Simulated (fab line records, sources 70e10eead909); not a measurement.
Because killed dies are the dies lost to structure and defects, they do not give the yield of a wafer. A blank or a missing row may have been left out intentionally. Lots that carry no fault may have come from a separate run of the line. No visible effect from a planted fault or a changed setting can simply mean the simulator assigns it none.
Matching of chambers | flow nand-harc | NHARC_A_STAIRCASE_DEP_417 on pecvd-04 has 3 sister chambers
The step deposits Si3N4, target thk 60 nm. 39 wafers are shown with their chamber, then 12 later ones without.

EACH WAFER AND ITS CHAMBER
wafer  | chamber | heater-power-w (W)
L077.2 | 1       | 749
L077.3 | 0       | 1007
L077.5 | 1       | 757
L077.1 | 2       | 759
L077.4 | 0       | 996
L077.6 | 2       | 738
L076.1 | 2       | 786
L076.2 | 0       | 952
L076.4 | 2       | 815
L078.1 | 0       | 997
L078.5 | 2       | 787
L078.6 | 0       | 816
L080.1 | 0       | 922
L080.4 | 2       | 688
L080.5 | 1       | 678
L082.1 | 1       | 668
L082.2 | 0       | 984
L082.4 | 2       | 784
L085.1 | 1       | 710
L085.3 | 0       | 955
L085.5 | 0       | 980
L087.1 | 1       | 781
L087.2 | 2       | 733
L087.5 | 0       | 887
L091.3 | 1       | 764
L091.5 | 1       | 776
L091.6 | 0       | 909
L091.1 | 2       | 867
L091.2 | 0       | 893
L091.4 | 2       | 863
L092.1 | 1       | 719
L092.3 | 0       | 970
L092.6 | 2       | 841
L093.1 | 1       | 751
L093.2 | 2       | 852
L093.6 | 1       | 750
L095.2 | 0       | 825
L095.3 | 2       | 750
L095.4 | 2       | 744

SIGNATURES (means of the wafers above)
reading        | chamber 0 | chamber 1 | chamber 2 | scatter within a chamber
heater-power-w | 935.21    | 736.64    | 786.21    | 53.7
Rule: for each reading, subtract the chamber's mean from the wafer's reading, divide by that reading's scatter and square the result; add these up over the readings and take the root, which gives the wafer's distance from the chamber. The wafer belongs to the nearest chamber; if the next one is less than 2 further off, it can't be placed. How the scatter is found: for the shown wafers, subtract from each reading the mean of its chamber, square and add these, divide the total by (wafers less chambers), then take the root.

WAFERS WITH NO CHAMBER GIVEN
wafer  | heater-power-w (W)
L094.2 | 808
L094.3 | 807
L094.6 | 761
L094.1 | 946
L094.4 | 963
L094.5 | 780
L096.1 | 823
L096.2 | 974
L096.3 | 735
L097.1 | 741
L097.5 | 791
L097.6 | 747

WHICH CHAMBER EACH WENT THROUGH
wafer  | from the rows above          | in truth
L094.2 | can't be placed: 2 or 1 or 0 | 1
L094.3 | can't be placed: 2 or 1 or 0 | 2
L094.6 | can't be placed: 1 or 2      | 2
L094.1 | 0                            | 0
L094.4 | 0                            | 0
L094.5 | can't be placed: 2 or 1      | 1
L096.1 | can't be placed: 2 or 1 or 0 | 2
L096.2 | 0                            | 0
L096.3 | can't be placed: 1 or 2      | 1
L097.1 | can't be placed: 1 or 2      | 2
L097.5 | can't be placed: 2 or 1      | 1
L097.6 | can't be placed: 1 or 2      | 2
Correct placement for 3 of the 12. Can't be placed from these rows: 9 (the true chamber is among the candidates in 9). Placed wrongly: 0.
